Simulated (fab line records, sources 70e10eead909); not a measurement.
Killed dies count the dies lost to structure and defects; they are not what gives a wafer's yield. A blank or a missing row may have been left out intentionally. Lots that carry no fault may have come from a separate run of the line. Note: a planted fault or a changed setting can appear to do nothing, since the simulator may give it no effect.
Shared-tool check / flow nand-harc / Lots sampled 4, wafers sampled 12

== WHY THIS WAS OPENED ==
On 2 of the 4 lots, a flag is raised at NHARC_END_SORT_01 on the reading killed-at-periphery. No-fault wafers: 3.5, standard deviation 2.3.
Rule: a lot gets a flag if all its wafers with a number sit over 4 standard deviations from that mean, or if no wafer of it has a number. The other lots count as sound.

lot=L852; measured=day 24 07:14; on=prober-01; killed-at-periphery, wafer by wafer=6 5 6; flag=
lot=L861; measured=day 28 04:12; on=prober-01; killed-at-periphery, wafer by wafer=88 87 97; flag=FLAGGED
lot=L862; measured=day 28 16:06; on=prober-02; killed-at-periphery, wafer by wafer=88 81 87; flag=FLAGGED
lot=L872; measured=day 32 07:51; on=prober-02; killed-at-periphery, wafer by wafer=2 3 6; flag=
Average over the flagged lots: 88.0; offset from the usual +84.5, equal to +37 standard deviations.

== WHICH TOOL EACH LOT WENT THROUGH ==
2 process steps preceding the reading are held in the record, out of 1302 steps in the route. Each cell gives the tool, then ch followed by the chambers the sampled wafers passed through, then the start.
lot=L852; flag=; NHARC_P_BONDPAD_PRE_CLEAN_26=pvd-sputter-01, day 6 19:43; NHARC_THIN_TSV_ETCH_44=rie-diel-03 ch 0,1, day 23 14:35
lot=L861; flag=FLAGGED; NHARC_P_BONDPAD_PRE_CLEAN_26=pvd-sputter-02, day 10 15:26; NHARC_THIN_TSV_ETCH_44=rie-diel-02 ch 0,3, day 27 12:34
lot=L862; flag=FLAGGED; NHARC_P_BONDPAD_PRE_CLEAN_26=pvd-sputter-02, day 10 22:44; NHARC_THIN_TSV_ETCH_44=rie-diel-03 ch 1,2,3, day 28 01:20
lot=L872; flag=; NHARC_P_BONDPAD_PRE_CLEAN_26=pvd-sputter-02, day 14 18:05; NHARC_THIN_TSV_ETCH_44=rie-diel-02 ch 1,3, day 31 18:08
What these steps do:
- NHARC_P_BONDPAD_PRE_CLEAN_26: time 30 s.
- NHARC_THIN_TSV_ETCH_44: etches the open film in CF4/O2, target depth 1594.2 nm, time 797.1 s.
- NHARC_END_SORT_01

== FLAGGED OVER TOTAL, TOOL BY TOOL (the gauges that took the reading come last) ==
step=NHARC_P_BONDPAD_PRE_CLEAN_26; tool=pvd-sputter-01; lots run=1; flagged=0; share of the flagged lots=none; sound lots run after its first flagged lot=-
step=NHARC_P_BONDPAD_PRE_CLEAN_26; tool=pvd-sputter-02; lots run=3; flagged=2; share of the flagged lots=all; sound lots run after its first flagged lot=1 (L872)
step=NHARC_THIN_TSV_ETCH_44; tool=rie-diel-02; lots run=2; flagged=1; share of the flagged lots=some; sound lots run after its first flagged lot=1 (L872)
step=NHARC_THIN_TSV_ETCH_44; tool=rie-diel-03; lots run=2; flagged=1; share of the flagged lots=some; sound lots run after its first flagged lot=0
step=NHARC_END_SORT_01; tool=prober-01; lots run=2; flagged=1; share of the flagged lots=some; sound lots run after its first flagged lot=0
step=NHARC_END_SORT_01; tool=prober-02; lots run=2; flagged=1; share of the flagged lots=some; sound lots run after its first flagged lot=1 (L872)

== WHAT IS ALLOWED BY THE TABLE ==
1 row of the table ran every flagged lot: pvd-sputter-02 at NHARC_P_BONDPAD_PRE_CLEAN_26.
- pvd-sputter-02 at NHARC_P_BONDPAD_PRE_CLEAN_26: 2 of its 3 lots flagged. Sound lots ran on it after the first flagged one (L872), which a lasting fault on the whole tool wouldn't allow.
None of the table's rows ran every flagged lot and, after the first, no sound lot.

== WHAT HAD BEEN PUT IN BY THE SIMULATOR ==
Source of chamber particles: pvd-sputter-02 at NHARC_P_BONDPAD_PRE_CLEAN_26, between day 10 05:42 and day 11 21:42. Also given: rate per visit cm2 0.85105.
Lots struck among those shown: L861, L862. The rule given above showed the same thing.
